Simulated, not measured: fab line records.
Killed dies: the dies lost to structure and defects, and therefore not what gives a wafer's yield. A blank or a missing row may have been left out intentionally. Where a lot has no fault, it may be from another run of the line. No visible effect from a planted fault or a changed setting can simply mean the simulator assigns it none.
The tool behind it: which one? | flow n5-finfet | 12 lots (36 wafers sampled), 1 step of a 1938-step route

== WHAT THE GAUGES READ, wafer by wafer ==
N5_BEOL_M7_CD_MEAS_35: target cd 40 nm.
lot  | measured     | on        | cd-nm (nm)
L074 | day 9 03:28  | cd-sem-03 | 39.1 39.9 39.1
L077 | day 9 15:08  | cd-sem-01 | 39.6 40.1 40.0
L079 | day 10 02:12 | cd-sem-03 | 41.0 40.7 39.7
L080 | day 11 12:28 | cd-sem-01 | 40.6 40.4 40.5
L084 | day 11 21:21 | cd-sem-03 | 39.6 39.6 37.6
L083 | day 12 04:40 | cd-sem-01 | 40.2 39.8 39.4
L088 | day 12 14:27 | cd-sem-03 | 39.5 39.7 40.0
L089 | day 12 19:10 | cd-sem-03 | 39.6 38.9 39.8
L090 | day 13 01:44 | cd-sem-03 | 40.2 40.0 40.1
L093 | day 14 02:55 | cd-sem-03 | 39.3 40.5 39.2
L095 | day 15 02:53 | cd-sem-01 | 40.2 40.3 40.6
L097 | day 15 10:14 | cd-sem-03 | 40.5 39.9 40.7

== EACH LOT AND THE TOOL THAT RAN IT (in order: tool; ch and the chambers of the sampled wafers; start) ==
The record holds no process step before these readings.

== THE ANSWER, worked out from the rows above alone ==
Rule: the lots themselves supply what counts as usual. Put in order of their means at a reading, lots are off if they are a third of the lots or fewer, leave a main group of 4 or more, and stand apart from it by a gap of 3 or more times the standard deviation of the main group's means; of several such gaps the widest counts. The tables above print the reading to a certain number of digits; a main group whose means all agree to those digits is not used. A lot without any number at a reading at which 4 lots or more have one is off too. All remaining lots with rows at the step are treated as sound.
No lot is off on any of the readings shown, so nothing can be concluded from this.

== WHAT WAS PUT IN BY THE SIMULATOR ==
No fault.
